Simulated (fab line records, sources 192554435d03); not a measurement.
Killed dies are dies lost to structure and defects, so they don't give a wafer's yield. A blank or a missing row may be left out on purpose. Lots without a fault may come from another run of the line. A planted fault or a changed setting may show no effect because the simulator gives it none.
Chamber matching | flow n5_finfet | N5_BEOL_M0_SAQP_ETCH_102 on rie_si-01: 4 sister chambers
The step etches SiO2 in CF4, target depth 4 nm, time 4.4 s. 8 wafers are shown with their chamber, then 8 later ones without.

WAFERS WITH THEIR CHAMBER
wafer  | chamber | throttle_valve_pct (%) | oes_product_au (a.u.)
L078.4 | 1       | 21.46                  | 1.017
L080.2 | 3       | 21.47                  | 0.988
L080.5 | 2       | 21.79                  | 1.015
L080.6 | 3       | 21.48                  | 0.989
L085.2 | 2       | 21.79                  | 1.012
L085.5 | 0       | 21.83                  | 1.011
L085.6 | 1       | 21.47                  | 1.017
L086.3 | 0       | 21.85                  | 1.026

WAFERS WITHOUT THEIR CHAMBER
wafer  | throttle_valve_pct (%) | oes_product_au (a.u.)
L086.4 | 21.47                  | 1.004
L086.5 | 21.83                  | 1.019
L089.1 | 21.77                  | 1.015
L089.2 | 21.47                  | 0.987
L089.4 | 21.48                  | 1.013
L090.1 | 21.46                  | 1.013
L090.2 | 21.78                  | 1.006
L090.3 | 21.48                  | 0.994

WHICH CHAMBER EACH WENT THROUGH
wafer  | from the rows above     | in truth
L086.4 | can't be placed: 1 or 3 | 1
L086.5 | 0                       | 0
L089.1 | 2                       | 2
L089.2 | 3                       | 3
L089.4 | 1                       | 1
L090.1 | 1                       | 1
L090.2 | 2                       | 2
L090.3 | 3                       | 3
Placed correctly: 7 of 8. Can't be placed from these rows: 1 (the true chamber is among the candidates in 1). Placed wrongly: 0.
How it was worked out, from the rows above alone: a wafer's distance from a chamber is the root of the sum, over the readings, of the square of ((its reading less the chamber's mean) divided by the reading's scatter). The wafer belongs to the nearest chamber; if the next one is less than 2 further off, it can't be placed. A chamber's mean is the mean of its shown wafers. The scatter: the root of (the sum of the squares of (reading less its chamber's mean) over the shown wafers, divided by (wafers less chambers)).
